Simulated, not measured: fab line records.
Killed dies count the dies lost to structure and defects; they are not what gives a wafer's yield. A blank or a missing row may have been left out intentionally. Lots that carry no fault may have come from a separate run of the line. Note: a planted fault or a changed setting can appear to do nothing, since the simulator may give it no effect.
A single fault, viewed from 3 desks ; flow n5-finfet ; every desk sees just its own numbers, and what lay behind them comes last

== FROM THE METROLOGY DESK ==
Lot by lot, what the gauges showed, no matter which tool ran the lot: averages of those sampled wafers that carry a number. A lot is out of limits, marked OUT, if its mean lies more than 4 standard deviations from the usual mean; the brackets give that distance.
Columns: A = cd-nm at N5_SDB_CD_MEAS_11, usual 50.3 nm; B = SDB_OVL at N5_SDB_OVL_MEAS_12, usual -0.5 nm
lot;first seen here;A;B
L615;day 4 21:08;50.3;-0.4
L621;day 6 08:10;48.9;-1.3
L629;day 8 07:07;50.0;-0.5
L630;day 8 13:31;50.5;-0.4
L633;day 9 07:32;50.3;-0.9
L634;day 9 13:40;50.2;-0.4
Result from this desk: across the 6 lots, nothing is out of limits.

== AT THE TOOL OWNER'S DESK: plasma-asher-01 ==
The tool's own readings at N5_SDB_STRIP_22 (strips in N2/H2): means of the sampled wafers that have a number, for each lot that ran on this tool. A lot is out of limits, marked OUT, if its mean lies more than 4 standard deviations from the usual mean; the brackets give that distance.
Columns: A = drypump-motor-current-A at N5_SDB_STRIP_22, usual 5.61 A; B = h2-flow-sccm at N5_SDB_STRIP_22, usual 3248 sccm; C = heater-power-w at N5_SDB_STRIP_22, usual 332 W; D = oes-product-au at N5_SDB_STRIP_22, usual 0.715 a.u.; E = strip-time-to-endpoint-s at N5_SDB_STRIP_22, usual 96.3 s
lot;first seen here;A;B;C;D;E
L621;day 6 08:55;5.69;3252;326;0.715;96.1
L633;day 9 07:59;5.73;3250;325;0.715;96.2
L634;day 9 14:04;5.86;3233;310;0.719;96.6
Result from this desk: across the 3 lots, nothing is out of limits.

== THE DEFECT DESK ==
What the inspections along the route counted, lot by lot: means of the sampled wafers that have a number. A lot is out of limits, marked OUT, if its mean lies more than 4 standard deviations from the usual mean; the brackets give that distance.
Columns: A = raw-defect-count at N5_SDB_INSPECT_13, usual 67
lot;first seen here;A
L615;day 4 21:11;73
L621;day 6 08:13;51
L629;day 8 07:10;87
L630;day 8 13:34;52
L633;day 9 07:35;67
L634;day 9 13:44;52
Result from this desk: across the 6 lots, nothing is out of limits.

== BROUGHT TOGETHER ==
From the metrology desk's view, nothing was out of limits.
Nothing out of limits was seen by the tool owner's desk.
Nothing the defect desk looked at was out of limits.

== WHAT THE SIMULATOR PUT IN ==
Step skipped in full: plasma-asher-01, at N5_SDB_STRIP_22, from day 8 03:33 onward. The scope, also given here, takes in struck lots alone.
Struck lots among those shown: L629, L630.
